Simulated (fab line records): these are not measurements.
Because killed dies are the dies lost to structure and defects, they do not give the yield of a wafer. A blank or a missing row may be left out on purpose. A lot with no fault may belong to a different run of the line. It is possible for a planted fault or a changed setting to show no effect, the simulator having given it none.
The tool behind it: which one? | flow nand harc | 21 lots with 63 wafers sampled at 5 steps, on a route of 1302 steps

WHAT THE GAUGES SHOWED, per wafer
NHARC_A_ONON_D2_THK_MEAS_24: measures by ellipsometry.
lot  | measured     | on            | thk nm (nm)
L074 | day 12 19:30 | film metro-02 | 988 985 988
L075 | day 12 19:26 | film metro-01 | 994 993 991
L076 | day 13 14:45 | film metro-01 | 1002 1000 1000
L077 | day 14 05:43 | film metro-01 | 1010 1009 1010
L078 | day 14 12:29 | film metro-01 | 1016 1015 1012
L079 | day 14 18:15 | film metro-01 | 1001 1002 1003
L080 | day 15 07:16 | film metro-01 | 1009 1006 1008
L082 | day 16 02:27 | film metro-01 | 1000 1001 1000
L083 | day 16 02:26 | film metro-02 | 991 993 993
L084 | day 17 00:37 | film metro-01 | 985 986 982
L086 | day 17 14:55 | film metro-02 | 1016 1016 1016
L087 | day 18 16:14 | film metro-02 | 994 994 994
L088 | day 18 22:43 | film metro-02 | 993 990 990
L089 | day 18 22:45 | film metro-01 | 1003 1000 1004
L090 | day 19 16:05 | film metro-01 | 1009 1009 1010
L091 | day 19 21:41 | film metro-02 | 1024 1025 1023
L092 | day 19 21:43 | film metro-01 | 1012 1014 1013
L093 | day 20 19:33 | film metro-01 | 997 997 995
L094 | day 21 09:01 | film metro-01 | 994 995 995
L095 | day 21 18:26 | film metro-02 | 1013 1013 1013
L096 | day 22 18:20 | film metro-01 | 1006 1009 1008

TOOL THAT RAN EACH LOT (tool first, then ch and the chambers of the sampled wafers, then the start)
lot  | NHARC_P_BONDPAD_CMP_32        | NHARC_P_BONDPAD_ETCH_37            | NHARC_A_CHANNEL_HOLE_D1_ETCH_38    | NHARC_A_CHANNEL_HOLE_D1_ETCH_16
L074 | cmp-04 ch 0,1, day 6 16:07    | rie diel-12 ch 1,2,3, day 6 17:15  | rie diel-11 ch 2,3, day 8 12:29    | rie diel-11 ch 1,3, day 12 19:30 or earlier
L075 | cmp-04 ch 0,1, day 6 16:52    | rie diel-12 ch 0,3, day 6 17:59    | rie diel-08 ch 0,1,2, day 8 12:38  | rie diel-08 ch 0,2, day 12 19:26 or earlier
L076 | cmp-02 ch 0,1,3, day 7 05:08  | rie diel-06 ch 2,3, day 7 06:14    | rie diel-11 ch 1,2,3, day 9 05:51  | rie diel-11 ch 0,1,2, day 13 14:45 or earlier
L077 | cmp-04 ch 2,3, day 7 17:40    | rie diel-06 ch 0,1,2, day 7 18:47  | rie diel-11 ch 0,1,2, day 9 16:25  | rie diel-11 ch 0,1,3, day 14 05:43 or earlier
L078 | cmp-04 ch 0,2,3, day 8 03:37  | rie diel-06 ch 0,1,2, day 8 04:44  | rie diel-11 ch 1,2,3, day 10 01:26 | rie diel-11 ch 0,1, day 14 12:29 or earlier
L079 | cmp-03 ch 0,2,3, day 8 14:35  | rie diel-12 ch 0,1,2, day 8 15:40  | rie diel-11 ch 0,1,3, day 10 10:59 | rie diel-11 ch 0,2,3, day 14 18:15 or earlier
L080 | cmp-03 ch 1,2, day 9 02:19    | rie diel-12 ch 1,2, day 9 03:24    | rie diel-11 ch 0,1, day 11 01:21   | rie diel-11 ch 0,1, day 15 07:16 or earlier
L082 | cmp-03 ch 0,1,3, day 10 00:22 | rie diel-09 ch 1,3, day 10 01:25   | rie diel-07 ch 1,3, day 11 21:53   | rie diel-07 ch 0,1, day 16 02:27 or earlier
L083 | cmp-02 ch 2,3, day 10 05:35   | rie diel-06 ch 0,2,3, day 10 06:42 | rie diel-11 ch 0,1,3, day 12 00:55 | rie diel-11 ch 2,3, day 16 02:26 or earlier
L084 | cmp-03 ch 2,3, day 10 22:10   | rie diel-12 ch 1,2,3, day 10 23:19 | rie diel-11 ch 0,2,3, day 12 17:05 | rie diel-11 ch 1,3, day 17 00:37 or earlier
L086 | cmp-03 ch 0,2,3, day 11 11:35 | rie diel-12 ch 2,3, day 11 12:34   | rie diel-11 ch 1,2,3, day 13 08:23 | rie diel-11 ch 1,2,3, day 17 14:55 or earlier
L087 | cmp-04 ch 1,2,3, day 11 23:12 | rie diel-12 ch 0,2,3, day 12 00:16 | rie diel-11 ch 0,2,3, day 14 03:37 | rie diel-11 ch 0,1,3, day 18 16:14 or earlier
L088 | cmp-03 ch 2,3, day 12 17:09   | rie diel-06 ch 0,3, day 12 18:17   | rie diel-08 ch 2,3, day 14 16:37   | rie diel-08 ch 1,3, day 18 22:43 or earlier
L089 | cmp-03 ch 0,2,3, day 12 17:57 | rie diel-09 ch 0,2,3, day 12 19:01 | rie diel-11 ch 2,3, day 14 16:27   | rie diel-11 ch 0,1,2, day 18 22:45 or earlier
L090 | cmp-04 ch 0,1, day 13 11:09   | rie diel-06 ch 0,2,3, day 13 12:08 | rie diel-11 ch 0,1,2, day 15 07:20 | rie diel-11 ch 0,1,2, day 19 16:05 or earlier
L091 | cmp-02 ch 0,1, day 13 20:28   | rie diel-12 ch 1,2,3, day 13 21:34 | rie diel-11 ch 2,3, day 15 16:11   | rie diel-11 ch 1,2,3, day 19 21:41 or earlier
L092 | cmp-03 ch 1,3, day 13 20:38   | rie diel-09 ch 0,2, day 13 21:44   | rie diel-08 ch 0,1, day 15 16:25   | rie diel-08 ch 0,2,3, day 19 21:43 or earlier
L093 | cmp-02 ch 1,3, day 14 09:54   | rie diel-06 ch 1,2, day 14 10:55   | rie diel-11 ch 0,2,3, day 16 08:29 | rie diel-11 ch 0,1, day 20 19:33 or earlier
L094 | cmp-04 ch 0,2,3, day 14 22:44 | rie diel-09 ch 2,3, day 14 23:49   | rie diel-11 ch 0,2,3, day 16 21:38 | rie diel-11 ch 2,3, day 21 09:01 or earlier
L095 | cmp-02 ch 2,3, day 15 05:53   | rie diel-12 ch 1,2, day 15 06:53   | rie diel-11 ch 0,2, day 17 06:02   | rie diel-11 ch 1,2,3, day 21 18:26 or earlier
L096 | cmp-02 ch 0,3, day 16 11:16   | rie diel-06 ch 1,2, day 16 12:22   | rie diel-08 ch 0,1,3, day 18 06:25 | rie diel-08 ch 1,3, day 22 18:20 or earlier
- NHARC_P_BONDPAD_CMP_32: polishes SiCN, target thk 200 nm.
- NHARC_P_BONDPAD_ETCH_37: etches the open film in N2/H2, target depth 60 nm, overetch 18 nm, time 65.91 s.
- NHARC_A_CHANNEL_HOLE_D1_ETCH_38: etches the open film in CF4, target depth 39 nm, time 65 s.
- NHARC_A_CHANNEL_HOLE_D1_ETCH_16: etches the open film in O2/COS, target depth 3100 nm, time 806 s.

AS READ BY THE TOOLS THEMSELVES (means over the sampled wafers that have a number; for cases with no such wafer, the mark the record gives instead)
NHARC_P_BONDPAD_CMP_32.
lot  | tool   | motor current A (A)
L074 | cmp-04 | 10.9
L075 | cmp-04 | 10.8
L076 | cmp-02 | 11.5
L077 | cmp-04 | 12.4
L078 | cmp-04 | 11.5
L079 | cmp-03 | 11.7
L080 | cmp-03 | 11.1
L082 | cmp-03 | 11.3
L083 | cmp-02 | 13.7
L084 | cmp-03 | 10.9
L086 | cmp-03 | 12.3
L087 | cmp-04 | 11.5
L088 | cmp-03 | 11.6
L089 | cmp-03 | 12.1
L090 | cmp-04 | 11.0
L091 | cmp-02 | 10.2
L092 | cmp-03 | 11.0
L093 | cmp-02 | 12.5
L094 | cmp-04 | 11.4
L095 | cmp-02 | 13.8
L096 | cmp-02 | 11.8

NHARC_P_BONDPAD_ETCH_37.
lot  | tool        | chamber pressure mTorr (mTorr) | drypump motor current A (A) | oes product au (a.u.) | rf vpp V (V) | showerhead plenum p Torr (Torr) | throttle valve pct (%)
L074 | rie diel-12 | 30.00                          | 5.7                         | 0.996                 | 430.3        | 2.01                            | 14.173
L075 | rie diel-12 | 30.00                          | 5.9                         | 1.002                 | 431.2        | 2.06                            | 14.169
L076 | rie diel-06 | 29.97                          | 5.6                         | 1.006                 | 430.2        | 2.05                            | 14.166
L077 | rie diel-06 | 30.00                          | 5.6                         | 1.012                 | 430.8        | 2.03                            | 14.174
L078 | rie diel-06 | 30.02                          | 5.6                         | 1.019                 | 430.9        | 2.03                            | 14.170
L079 | rie diel-12 | 30.02                          | 5.6                         | 1.004                 | 431.1        | 2.07                            | 14.168
L080 | rie diel-12 | 30.00                          | 5.3                         | 1.010                 | 431.0        | 2.05                            | 14.165
L082 | rie diel-09 | 30.01                          | 5.3                         | 1.005                 | 431.4        | 2.08                            | 14.168
L083 | rie diel-06 | 29.99                          | 5.5                         | 0.989                 | 431.5        | 2.07                            | 14.172
L084 | rie diel-12 | 30.03                          | 5.8                         | 0.995                 | 429.4        | 2.01                            | 14.180
L086 | rie diel-12 | 30.02                          | 6.2                         | 0.982                 | 428.9        | 1.97                            | 14.178
L087 | rie diel-12 | 30.00                          | 6.1                         | 0.997                 | 430.7        | 2.03                            | 14.178
L088 | rie diel-06 | 30.02                          | 5.3                         | 0.995                 | 430.8        | 2.07                            | 14.162
L089 | rie diel-09 | 29.99                          | 6.1                         | 0.991                 | 429.7        | 2.02                            | 14.165
L090 | rie diel-06 | 30.00                          | 5.5                         | 1.000                 | 431.0        | 2.07                            | 14.173
L091 | rie diel-12 | 29.98                          | 5.8                         | 0.995                 | 430.0        | 2.01                            | 14.183
L092 | rie diel-09 | 29.99                          | 6.1                         | 0.998                 | 432.3        | 2.08                            | 14.169
L093 | rie diel-06 | 30.00                          | 5.6                         | 0.999                 | 429.2        | 1.98                            | 14.165
L094 | rie diel-09 | 30.01                          | 6.0                         | 0.992                 | 430.8        | 2.04                            | 14.170
L095 | rie diel-12 | 30.01                          | 5.3                         | 1.009                 | 431.3        | 2.05                            | 14.161
L096 | rie diel-06 | 30.02                          | 5.7                         | 0.993                 | 429.7        | 2.02                            | 14.173

NHARC_A_CHANNEL_HOLE_D1_ETCH_38.
lot  | tool        | chamber pressure mTorr (mTorr) | drypump motor current A (A) | oes product au (a.u.) | rf vpp V (V) | showerhead plenum p Torr (Torr) | throttle valve pct (%)
L074 | rie diel-11 | 50.01                          | 5.5                         | 1.005                 | 152.1        | 1.85                            | 13.284
L075 | rie diel-08 | 49.98                          | 5.9                         | 0.995                 | 151.0        | 1.75                            | 13.279
L076 | rie diel-11 | 49.97                          | 5.7                         | 1.010                 | 152.6        | 1.86                            | 13.286
L077 | rie diel-11 | 49.93                          | 5.6                         | 1.007                 | 151.4        | 1.83                            | 13.284
L078 | rie diel-11 | 49.97                          | 5.7                         | 1.005                 | 152.5        | 1.86                            | 13.284
L079 | rie diel-11 | 49.95                          | 5.8                         | 1.013                 | 152.1        | 1.83                            | 13.281
L080 | rie diel-11 | 49.99                          | 5.8                         | 1.009                 | 151.7        | 1.83                            | 13.290
L082 | rie diel-07 | 49.99                          | 5.6                         | 1.003                 | 151.3        | 1.79                            | 13.287
L083 | rie diel-11 | 50.05                          | 5.8                         | 0.998                 | 152.2        | 1.83                            | 13.283
L084 | rie diel-11 | 50.05                          | 5.6                         | 1.003                 | 152.1        | 1.83                            | 13.287
L086 | rie diel-11 | 50.03                          | 5.7                         | 1.006                 | 152.2        | 1.85                            | 13.286
L087 | rie diel-11 | 49.99                          | 5.6                         | 1.004                 | 152.2        | 1.83                            | 13.287
L088 | rie diel-08 | 50.01                          | 5.7                         | 1.006                 | 151.6        | 1.83                            | 13.277
L089 | rie diel-11 | 50.03                          | 5.5                         | 1.008                 | 151.9        | 1.85                            | 13.287
L090 | rie diel-11 | 49.98                          | 5.6                         | 1.003                 | 151.7        | 1.82                            | 13.274
L091 | rie diel-11 | 50.00                          | 5.4                         | 1.007                 | 152.9        | 1.84                            | 13.291
L092 | rie diel-08 | 49.99                          | 6.0                         | 1.001                 | 152.2        | 1.86                            | 13.286
L093 | rie diel-11 | 49.98                          | 5.6                         | 1.004                 | 153.0        | 1.82                            | 13.283
L094 | rie diel-11 | 49.99                          | 5.6                         | 0.996                 | 151.7        | 1.82                            | 13.283
L095 | rie diel-11 | 50.01                          | 5.3                         | 1.006                 | 152.4        | 1.82                            | 13.277
L096 | rie diel-08 | 49.95                          | 6.0                         | 1.008                 | 151.6        | 1.86                            | 13.276

NHARC_A_CHANNEL_HOLE_D1_ETCH_16.
lot  | tool        | chamber pressure mTorr (mTorr) | cos flow sccm (sccm) | drypump motor current A (A) | oes product au (a.u.) | rf vpp V (V) | showerhead plenum p Torr (Torr) | throttle valve pct (%)
L074 | rie diel-11 | 19.978                         | 20.00                | 6.0                         | 1.004                 | 317.6        | 3.28                            | 28.326
L075 | rie diel-08 | 20.014                         | 20.00                | 5.8                         | 1.011                 | 315.7        | 3.18                            | 28.331
L076 | rie diel-11 | 19.991                         | 19.99                | 5.6                         | 1.010                 | 315.1        | 3.23                            | 28.338
L077 | rie diel-11 | 20.009                         | 19.98                | 5.8                         | 1.011                 | 315.8        | 3.23                            | 28.335
L078 | rie diel-11 | 20.009                         | 20.01                | 5.7                         | 1.000                 | 315.1        | 3.19                            | 28.324
L079 | rie diel-11 | 19.989                         | 20.05                | 5.6                         | 1.011                 | 315.2        | 3.23                            | 28.328
L080 | rie diel-11 | 19.991                         | 20.03                | 5.7                         | 1.004                 | 315.5        | 3.19                            | 28.325
L082 | rie diel-07 | 20.008                         | 20.05                | 6.1                         | 0.997                 | 313.1        | 3.08                            | 28.325
L083 | rie diel-11 | 20.019                         | 20.07                | 5.5                         | 1.000                 | 316.1        | 3.27                            | 28.334
L084 | rie diel-11 | 19.994                         | 20.02                | 6.0                         | 1.005                 | 316.7        | 3.28                            | 28.335
L086 | rie diel-11 | 20.004                         | 19.98                | 5.7                         | 1.008                 | 315.3        | 3.27                            | 28.327
L087 | rie diel-11 | 20.005                         | 19.95                | 5.8                         | 1.001                 | 316.1        | 3.23                            | 28.336
L088 | rie diel-08 | 19.983                         | 20.04                | 5.8                         | 0.993                 | 316.8        | 3.36                            | 28.328
L089 | rie diel-11 | 20.002                         | 20.01                | 5.6                         | 1.002                 | 316.3        | 3.22                            | 28.323
L090 | rie diel-11 | 20.011                         | 19.98                | 5.6                         | 1.004                 | 314.8        | 3.22                            | 28.333
L091 | rie diel-11 | 19.999                         | 19.97                | 5.7                         | 0.996                 | 316.3        | 3.27                            | 28.332
L092 | rie diel-08 | 20.000                         | 20.01                | 5.9                         | 1.001                 | 315.3        | 3.23                            | 28.327
L093 | rie diel-11 | 19.992                         | 19.99                | 5.7                         | 1.000                 | 314.7        | 3.18                            | 28.344
L094 | rie diel-11 | 19.996                         | 20.03                | 5.7                         | 1.004                 | 316.1        | 3.27                            | 28.331
L095 | rie diel-11 | 19.985                         | 19.98                | 5.7                         | 1.003                 | 315.6        | 3.27                            | 28.325
L096 | rie diel-08 | 19.996                         | 20.03                | 5.8                         | 1.006                 | 317.9        | 3.35                            | 28.337

THE ANSWER, worked out from the rows above alone
Rule: what is usual is taken from the lots themselves. The widest of any qualifying gaps counts: lots, ordered by their means at a reading, are off when they make up no more than a third of the lots, leave a main group of 4 or more, and stand apart from it by 3 or more times the standard deviation of that group's means. Not used: any main group whose means are identical at the precision the tables above print for the reading. A lot without any number at a reading at which 4 lots or more have one is off too. All remaining lots with rows at the step are treated as sound. Order of review: gauges by route order, followed by the tools' own readings, for which a lot's mean as printed above is used. The first step at which some lot is off is used, and at that step the reading that is off furthest; a lot without a number counts as furthest.
No lot is off at any reading shown: from this, nothing can be told.

WHAT THE SIMULATOR HAD INSERTED
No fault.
